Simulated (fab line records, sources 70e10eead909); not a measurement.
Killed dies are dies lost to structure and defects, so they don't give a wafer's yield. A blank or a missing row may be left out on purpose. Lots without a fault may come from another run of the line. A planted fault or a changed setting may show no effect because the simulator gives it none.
Chamber matching | flow nand_harc | NHARC_P_ZERO_WELL_DESCUM_54 on rie_diel-11: 4 sister chambers
The step chemistry O2, time 3 s. 20 wafers are shown with their chamber, then 10 later ones without.

WAFERS WITH THEIR CHAMBER
wafer  | chamber | drypump_motor_current_A (A) | oes_product_au (a.u.) | throttle_valve_pct (%)
L076.1 | 3       | 6.6                         | 0.988                 | 11.320
L076.2 | 2       | 6.4                         | 0.995                 | 11.305
L076.6 | 1       | 5.8                         | 0.981                 | 11.305
L077.2 | 1       | 5.8                         | 0.981                 | 11.306
L077.4 | 2       | 6.5                         | 0.989                 | 11.327
L077.5 | 0       | 4.9                         | 1.010                 | 11.319
L078.1 | 1       | 5.8                         | 0.999                 | 11.303
L078.5 | 1       | 5.8                         | 0.996                 | 11.321
L078.6 | 2       | 6.5                         | 1.004                 | 11.301
L079.1 | 2       | 6.5                         | 1.005                 | 11.313
L079.4 | 0       | 4.9                         | 1.002                 | 11.317
L079.6 | 3       | 6.6                         | 0.994                 | 11.312
L081.2 | 2       | 6.5                         | 1.017                 | 11.312
L081.4 | 3       | 6.6                         | 0.986                 | 11.315
L081.6 | 2       | 6.5                         | 1.002                 | 11.319
L083.2 | 3       | 6.6                         | 0.985                 | 11.338
L083.5 | 3       | 6.6                         | 0.985                 | 11.326
L083.6 | 1       | 5.8                         | 0.987                 | 11.306
L087.1 | 1       | 5.8                         | 0.998                 | 11.301
L087.5 | 2       | 6.5                         | 1.014                 | 11.321

SIGNATURES (means of the wafers above)
reading                 | chamber 0 | chamber 1 | chamber 2 | chamber 3 | scatter within a chamber
drypump_motor_current_A | 4.900     | 5.800     | 6.486     | 6.600     | 0.0231
oes_product_au          | 1.00600   | 0.99033   | 1.00371   | 0.98760   | 0.00798
throttle_valve_pct      | 11.31800  | 11.30700  | 11.31400  | 11.32220  | 0.00858
Rule: a wafer's distance from a chamber is the root of the sum, over the readings, of the square of ((its reading less the chamber's mean) divided by the reading's scatter). The wafer belongs to the nearest chamber; if the next one is less than 2 further off, it can't be placed. The scatter: the root of (the sum of the squares of (reading less its chamber's mean) over the shown wafers, divided by (wafers less chambers)).

WAFERS WITHOUT THEIR CHAMBER
wafer  | drypump_motor_current_A (A) | oes_product_au (a.u.) | throttle_valve_pct (%)
L087.6 | 6.6                         | 0.988                 | 11.310
L090.2 | 4.8                         | 0.984                 | 11.323
L090.4 | 6.6                         | 0.985                 | 11.327
L090.5 | 4.9                         | 1.004                 | 11.316
L091.2 | 6.5                         | 0.995                 | 11.301
L091.4 | 4.8                         | 1.004                 | 11.319
L091.6 | 4.9                         | 1.005                 | 11.308
L096.1 | 6.5                         | 0.990                 | 11.318
L096.4 | 4.9                         | 0.998                 | 11.310
L096.5 | 6.4                         | 0.981                 | 11.300

WHICH CHAMBER EACH WENT THROUGH
wafer  | from the rows above | in truth
L087.6 | 3                   | 3
L090.2 | 0                   | 0
L090.4 | 3                   | 3
L090.5 | 0                   | 0
L091.2 | 2                   | 2
L091.4 | 0                   | 0
L091.6 | 0                   | 0
L096.1 | 2                   | 2
L096.4 | 0                   | 0
L096.5 | 2                   | 2
Placed correctly: 10 of 10. Can't be placed from these rows: 0. Placed wrongly: 0.
